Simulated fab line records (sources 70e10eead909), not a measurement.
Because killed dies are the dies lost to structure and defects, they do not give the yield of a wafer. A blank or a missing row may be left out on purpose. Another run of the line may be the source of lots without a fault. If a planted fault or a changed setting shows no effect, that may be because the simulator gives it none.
Matching of chambers || flow nand_harc || NHARC_A_STAIRCASE_ETCH_230 on rie_diel-13 has 4 sister chambers
The step etches the open film in C4F8/O2, target depth 100 nm, time 40.5 s. 7 wafers are shown with their chamber, then 7 later ones without.

## WAFERS, EACH WITH ITS CHAMBER
{"wafer": "L135.5", "chamber": 3, "rf_vpp_V (V)": 894, "rf_fwd_power_W (W)": 594.0}
{"wafer": "L135.6", "chamber": 2, "rf_vpp_V (V)": 891, "rf_fwd_power_W (W)": 588.3}
{"wafer": "L146.1", "chamber": 1, "rf_vpp_V (V)": 906, "rf_fwd_power_W (W)": 593.7}
{"wafer": "L146.3", "chamber": 0, "rf_vpp_V (V)": 894, "rf_fwd_power_W (W)": 592.2}
{"wafer": "L146.4", "chamber": 2, "rf_vpp_V (V)": 889, "rf_fwd_power_W (W)": 590.1}
{"wafer": "L149.1", "chamber": 1, "rf_vpp_V (V)": 903, "rf_fwd_power_W (W)": 591.0}
{"wafer": "L149.4", "chamber": 0, "rf_vpp_V (V)": 896, "rf_fwd_power_W (W)": 590.2}

## WAFERS MISSING THEIR CHAMBER
{"wafer": "L149.5", "rf_vpp_V (V)": 895, "rf_fwd_power_W (W)": 592.0}
{"wafer": "L148.2", "rf_vpp_V (V)": 903, "rf_fwd_power_W (W)": 590.3}
{"wafer": "L148.3", "rf_vpp_V (V)": 894, "rf_fwd_power_W (W)": 593.2}
{"wafer": "L148.6", "rf_vpp_V (V)": 890, "rf_fwd_power_W (W)": 590.4}
{"wafer": "L151.2", "rf_vpp_V (V)": 896, "rf_fwd_power_W (W)": 593.0}
{"wafer": "L151.4", "rf_vpp_V (V)": 888, "rf_fwd_power_W (W)": 585.6}
{"wafer": "L151.6", "rf_vpp_V (V)": 889, "rf_fwd_power_W (W)": 589.3}

## THE CHAMBER EACH PASSED THROUGH
{"wafer": "L149.5", "from the rows above": "can't be placed: 0 or 3", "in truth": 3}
{"wafer": "L148.2", "from the rows above": 1, "in truth": 1}
{"wafer": "L148.3", "from the rows above": "can't be placed: 3 or 0", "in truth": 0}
{"wafer": "L148.6", "from the rows above": 2, "in truth": 2}
{"wafer": "L151.2", "from the rows above": "can't be placed: 0 or 3", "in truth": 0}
{"wafer": "L151.4", "from the rows above": 2, "in truth": 2}
{"wafer": "L151.6", "from the rows above": 2, "in truth": 2}
Placed correctly: 4 of 7. Unplaceable from these rows: 3, with the true chamber sitting among the candidates in 3. Number placed wrongly: 0.
How it was worked out, from the rows above alone: a wafer's distance from a chamber is the root of the sum, over the readings, of the square of ((its reading less the chamber's mean) divided by the reading's scatter). The wafer belongs to the nearest chamber; if the next one is less than 2 further off, it can't be placed. Each chamber's mean is taken over the wafers shown for it. The scatter: take each reading less its chamber's mean, square it, sum over the shown wafers, divide by the number of wafers less the number of chambers, and take the root.
